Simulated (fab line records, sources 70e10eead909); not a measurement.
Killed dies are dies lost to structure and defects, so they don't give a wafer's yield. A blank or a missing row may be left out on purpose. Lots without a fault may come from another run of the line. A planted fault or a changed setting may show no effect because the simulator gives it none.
Chamber matching | flow nand_harc | NHARC_A_CHANNEL_HOLE_D1_ETCH_44 on rie_diel-03: 4 sister chambers
The step etches the open film in CF4/O2, target depth 140 nm, overetch 14 nm, time 77 s. 4 wafers are shown with their chamber, then 9 later ones without.

WAFERS WITH THEIR CHAMBER
wafer  | chamber | drypump_motor_current_A (A)
L090.6 | 0       | 6.02
L092.1 | 1       | 6.17
L092.3 | 2       | 6.04
L092.4 | 3       | 5.73

WAFERS WITHOUT THEIR CHAMBER
wafer  | drypump_motor_current_A (A)
L094.2 | 5.73
L094.4 | 6.06
L094.6 | 6.03
L097.1 | 6.03
L097.2 | 6.18
L097.5 | 6.14
L096.1 | 5.69
L096.5 | 6.01
L096.6 | 6.21

WHICH CHAMBER EACH WENT THROUGH
wafer  | from the rows above     | in truth
L094.2 | 3                       | 3
L094.4 | can't be placed: 2 or 0 | 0
L094.6 | can't be placed: 2 or 0 | 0
L097.1 | can't be placed: 2 or 0 | 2
L097.2 | 1                       | 1
L097.5 | 1                       | 1
L096.1 | 3                       | 3
L096.5 | can't be placed: 0 or 2 | 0
L096.6 | 1                       | 1
Placed correctly: 5 of 9. Can't be placed from these rows: 4 (the true chamber is among the candidates in 4). Placed wrongly: 0.
How it was worked out, from the rows above alone: a wafer's distance from a chamber is the root of the sum, over the readings, of the square of ((its reading less the chamber's mean) divided by the reading's scatter). The wafer belongs to the nearest chamber; if the next one is less than 2 further off, it can't be placed. A chamber's mean is the mean of its shown wafers. The scatter: with one shown wafer a chamber, the root of the mean of the squares of how far each hidden wafer lies from its nearest shown one.
